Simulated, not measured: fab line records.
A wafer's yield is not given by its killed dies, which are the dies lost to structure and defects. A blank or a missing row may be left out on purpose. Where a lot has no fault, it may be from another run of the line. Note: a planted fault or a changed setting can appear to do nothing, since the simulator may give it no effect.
Which tool was responsible?	flow nandHarc	12 lots with 36 wafers sampled at 3 steps, on a route of 1302 steps

== WHAT THE GAUGES SHOWED, per wafer ==
NHARC_A_CONTACT_CD_MEAS_53.
lot	measured	on	cdNm (nm)
L076	day 22 04:04	cdSem-03	289.1 289.7 289.5
L078	day 22 13:09	cdSem-02	290.5 291.0 290.2
L079	day 22 21:22	cdSem-01	289.7 290.2 290.4
L080	day 23 18:13	cdSem-03	288.2 289.0 288.8
L082	day 24 23:04	cdSem-01	288.4 289.2 289.6
L084	day 25 16:41	cdSem-01	290.7 290.9 290.4
L086	day 26 17:49	cdSem-03	289.4 289.1 289.7
L091	day 27 19:52	cdSem-02	289.7 290.1 289.6
L089	day 27 22:29	cdSem-03	290.8 290.7 290.4
L093	day 29 20:28	cdSem-03	290.3 288.9 289.6
L094	day 29 23:42	cdSem-03	289.2 288.6 289.0
L097	day 31 15:39	cdSem-01	289.0 289.7 289.2

== TOOL THAT RAN EACH LOT (tool first, then ch and the chambers of the sampled wafers, then the start) ==
lot	NHARC_A_CONTACT_ETCH_120	NHARC_A_CONTACT_ETCH_123
L076	harCapEtch-03 ch 0,1, day 22 02:21	harCapEtch-03 ch 0,1, day 22 02:52
L078	harCapEtch-03 ch 1, day 22 11:28	harCapEtch-03 ch 1, day 22 12:02
L079	harCapEtch-01 ch 0,1, day 22 19:18	harCapEtch-01 ch 0,1, day 22 19:59
L080	harCapEtch-03 ch 0,1, day 23 16:11	harCapEtch-03 ch 0,1, day 23 16:58
L082	harCapEtch-03 ch 0,1, day 24 21:23	harCapEtch-03 ch 0,1, day 24 21:57
L084	harCapEtch-01 ch 0,1, day 25 14:56	harCapEtch-01 ch 0,1, day 25 15:26
L086	harCapEtch-02 ch 0,1, day 26 16:08	harCapEtch-02 ch 0,1, day 26 16:43
L091	harCapEtch-02 ch 0,1, day 27 18:10	harCapEtch-02 ch 0,1, day 27 18:40
L089	harCapEtch-03 ch 0,1, day 27 20:47	harCapEtch-03 ch 0,1, day 27 21:17
L093	harCapEtch-02 ch 0,1, day 29 18:48	harCapEtch-02 ch 0,1, day 29 19:22
L094	harCapEtch-03 ch 1, day 29 22:00	harCapEtch-03 ch 1, day 29 22:31
L097	harCapEtch-02 ch 0,1, day 31 13:56	harCapEtch-02 ch 0,1, day 31 14:27
- NHARC_A_CONTACT_ETCH_120: etches the open film in C4F8/O2/Ar, time 190 s, target depth 1850 nm.
- NHARC_A_CONTACT_ETCH_123: etches the open film in C4F8/O2/Ar, time 490 s, target depth 2110 nm.

== THE ANSWER, worked out from the rows above alone ==
Rule: what is usual is taken from the lots themselves. The widest of any qualifying gaps counts: lots, ordered by their means at a reading, are off when they make up no more than a third of the lots, leave a main group of 4 or more, and stand apart from it by 3 or more times the standard deviation of that group's means. A main group whose means are all the same, to the digits that the tables above print for the reading, isn't used. Also off: a lot with no number at a reading for which 4 or more lots have one. Any other lot the step has rows for is counted as sound.
No lot is off on any of the readings shown, so nothing can be concluded from this.

== WHAT THE SIMULATOR HAD PUT IN ==
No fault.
